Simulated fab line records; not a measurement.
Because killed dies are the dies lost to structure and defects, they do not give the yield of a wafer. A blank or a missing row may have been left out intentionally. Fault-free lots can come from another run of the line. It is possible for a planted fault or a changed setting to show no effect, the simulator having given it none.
A lot that was struck, set against a sound lot -- flow nand-harc -- 14 steps out of a route of 1302
Sound: wafers L140.1, L140.4, L140.6. Wafers struck: L146.1, L146.2, L146.5. The cause comes at the end.
Order at every step that has rows: each side's tool, ch and its chambers, its first start. Under that, the readings that differ: sound wafers -- struck wafers -- difference of the means -- sigmas: that difference in standard deviations of wafers without a fault.
alike: readings whose means differ by less than 2 such deviations, and words and numbers that are the same on both sides. not compared: withheld readings, readings that some wafer has no value for, bounds like >300 that may hide the same value, and numbers for which the record gives no deviation and whose values overlap.
A row with sigmas, a row that says differs or no value, or rows on one side alone: a step with any of these is where the two part. Numbers that have no deviation but don't overlap get no sigmas and don't part them. Lack of a reading on every wafer of one side parts them only where that side has two or more wafers.

NHARC_A_CHANNEL_FILL_D2_ALD_03: deposits SiNx, target thk 6 nm, pulse time 60 s, ald cycles 58.
  sound on ald-sin-batch-02 ch 0; struck on ald-sin-batch-02 ch 0
reading,sound,struck,difference,sigmas
susceptor-temp-C (C),630.57 629.94 630.02,- - -,no value on the struck wafers,
  alike: chamber-pressure-Torr, precursor-pulse-height-rel
NHARC_A_CHANNEL_FILL_D2_ALD_14: deposits SiO2, target thk 2.5 nm, pulse time 10 s, ald cycles 25.
  sound on ald-hk-01 ch 0,2,3, day 16 13:05; struck on ald-hk-02 ch 0,1,3, day 19 01:46
  alike: heater-power-w, precursor-pulse-height-rel, susceptor-temp-C
NHARC_A_CHANNEL_FILL_D2_ALD_15: deposits SiNx, target thk 2 nm, pulse time 60 s, ald cycles 19.
  sound on ald-sin-batch-03 ch 0; struck on ald-sin-batch-01 ch 0
  alike: chamber-pressure-Torr, precursor-pulse-height-rel, susceptor-temp-C
NHARC_A_CHANNEL_FILL_D2_ALD_16: deposits SiO2, target thk 1.5 nm, pulse time 10 s, ald cycles 15.
  sound on ald-hk-03 ch 0,1, day 16 18:15; struck on ald-hk-02 ch 1,3, day 19 06:53
  alike: heater-power-w, precursor-pulse-height-rel, susceptor-temp-C
then, 4 steps without rows for these wafers: NHARC_A_CHANNEL_FILL_D2_ANNEAL_17 (time 1800 s); NHARC_A_CHANNEL_FILL_D2_CVD_18 (deposits poly-Si, target thk 3 nm); NHARC_A_CHANNEL_FILL_D2_ETCHBACK_19 (etches the open film in HBr/Cl2, target depth 5 nm, time 1.7 s); NHARC_A_CHANNEL_FILL_D2_ETCHBACK_20 (etches the open film in C4F8/O2/Ar, target depth 27 nm, time 13.5 s).
NHARC_A_CHANNEL_FILL_D2_STRIP_28: strips in O2, time 20 s.
  sound on rie-diel-08 ch 0,3, day 17 06:27; struck on rie-diel-05 ch 0,1, day 19 19:34
reading,sound,struck,difference,sigmas
o2-flow-sccm (sccm),505.5 500.9 502.2,500.5 498.4 500.4,-3.1,-2
  alike: drypump-motor-current-A, oes-product-au, rf-vpp-V, showerhead-plenum-p-Torr, throttle-valve-pct
  not compared: rf-hours-counter-h
then, 3 steps without rows for these wafers: NHARC_A_CHANNEL_FILL_D2_PRECLEAN_21 (cleans in dHF, time 30 s); NHARC_A_CHANNEL_FILL_D2_SRD_23; NHARC_A_CHANNEL_FILL_D2_CVD_05 (deposits poly-Si, target thk 5 nm).
NHARC_A_CHANNEL_FILL_D2_ANNEAL_22: time 7200 s.
  sound on furnace-08 ch 0, day 17 11:17; struck on furnace-08 ch 0, day 20 03:26
reading,sound,struck,difference,sigmas
spike-tc-bottom-C (C),639 637 637,623 625 625,-13,-4
spike-tc-centre-C (C),620.4 617.9 619.1,605.4 606.0 605.8,-13.4,-9
spike-tc-lower-C (C),620.2 619.2 621.0,607.8 607.3 607.0,-12.8,-13
spike-tc-top-C (C),638.2 640.4 637.9,625.8 624.7 623.3,-14.2,-6
spike-tc-upper-C (C),621.3 621.9 620.4,607.2 606.1 607.3,-14.3,-14
tube-center-temp-C (C),619.91 620.05 620.06,605.53 605.54 605.46,-14.50,-99 or more
tube_center_temp_C_max,621.60 621.24 621.98,607.29 606.66 606.68,-14.73,-55
  alike: zone-power-top-pct
next, for these wafers, 1 step has no rows: NHARC_END_SORT_01.

WHERE THEY PART
First at NHARC_A_CHANNEL_FILL_D2_ALD_03; last, within this record, at NHARC_A_CHANNEL_FILL_D2_ANNEAL_22.

WHY: what had been put in by the simulator
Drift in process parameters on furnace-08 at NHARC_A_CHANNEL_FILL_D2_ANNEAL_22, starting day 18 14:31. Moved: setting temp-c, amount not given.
